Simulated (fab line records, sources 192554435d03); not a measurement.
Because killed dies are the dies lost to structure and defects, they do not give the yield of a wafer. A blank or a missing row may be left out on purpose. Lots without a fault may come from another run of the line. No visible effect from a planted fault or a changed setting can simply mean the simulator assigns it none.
The same fault as seen by 2 desks	flow n5-finfet	only its own numbers are on each desk; what lay behind them is given at the end

## THE TOOL OWNER'S DESK: litho-track-03
The tool's own readings at N5_SD_EPI_N_PEB_07 (peb time 60 s): means of the sampled wafers that have a number, for each lot that ran on this tool. If a lot's mean is further than 4 standard deviations from the usual mean, the lot is out of limits and carries the mark OUT (the distance appears in the brackets).
Columns: A = heater-power-total-W at N5_SD_EPI_N_PEB_07, usual 175.5 W; B = plate-temp-C at N5_SD_EPI_N_PEB_07, usual 110.01 C
lot	first seen here	A	B
L799	day 4 06:14	176.7	110.07
L800	day 4 12:26	174.1	109.35 (-4.4) OUT
L801	day 4 17:05	176.2	109.25 (-5.1) OUT
L802	day 5 01:00	172.7	109.36 (-4.3) OUT
L814	day 8 00:51	175.3	110.07
L816	day 8 12:33	176.3	109.90
This desk's finding: out of limits on L800, L801, L802; first on L800, day 4 12:26 (plate-temp-C at N5_SD_EPI_N_PEB_07). L799, L814, L816 stayed within limits.

## THE METROLOGY DESK
What the gauges read, lot by lot, whatever tool the lot ran on: means of the sampled wafers that have a number. If a lot's mean is further than 4 standard deviations from the usual mean, the lot is out of limits and carries the mark OUT (the distance appears in the brackets). Readings shown: 7 out of 11 (the first out of limits, and those lying furthest out on some lot).
Columns: A = cd-nm at N5_SD_EPI_N_CD_MEAS_09, usual 120.0 nm; B = IOFF_N at N5_BEOL_M4_RC_MEAS_101, usual 0.17 nA/um; C = IOFF_P at N5_BEOL_M4_RC_MEAS_101, usual 0.22 nA/um; D = ION_N at N5_BEOL_M4_RC_MEAS_101, usual 680 uA/um; E = ION_P at N5_BEOL_M4_RC_MEAS_101, usual 464 uA/um; F = VT_N at N5_BEOL_M4_RC_MEAS_101, usual 248.9 mV; G = VT_P at N5_BEOL_M4_RC_MEAS_101, usual -251 mV
lot	first seen here	A	B	C	D	E	F	G
L795	day 3 18:27	120.7	0.17	0.24	676	468	248.2	-246
L799	day 4 06:18	119.7	0.19	0.23	691	466	246.3	-249
L800	day 4 12:31	118.1	0.18	0.21	682	464	249.1	-253
L801	day 4 17:09	117.6 (-4.3) OUT	0.21	0.30	692	480	245.3	-244
L802	day 5 01:04	119.2	0.15	0.19	665	458	251.8	-255
L809	day 6 21:43	120.2	0.20	0.23	684	463	247.0	-250
L811	day 7 09:34	119.6	0.16	0.21	677	463	250.7	-250
L814	day 8 00:55	119.9	0.16	0.21	672	465	251.0	-251
L816	day 8 12:37	120.3	0.18	0.23	674	462	249.3	-248
This desk's finding: out of limits on L801; first on L801, day 4 17:09 (cd-nm at N5_SD_EPI_N_CD_MEAS_09). L795, L799, L800, L802, L809, L811, L814, L816 stayed within limits.

## BROUGHT TOGETHER
The tool owner's desk had the chance to raise an alarm at day 4 12:26 on L800, L801, L802.
Metrology desk: alarm possible at day 4 17:09 on L801.
The metrology desk holds a record of L800, L802, inside its limits.
Of the lots named, all ran N5_SD_EPI_N_PEB_07 on litho-track-03.

## WHAT HAD BEEN PUT IN BY THE SIMULATOR
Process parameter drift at N5_SD_EPI_N_PEB_07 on litho-track-03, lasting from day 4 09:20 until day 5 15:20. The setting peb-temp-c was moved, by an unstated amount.
Shown lots that were struck: L800, L801, L802.
Time in hours from fault onset to the first out-of-limits reading at each desk: tool owner's desk 3, metrology desk 8.
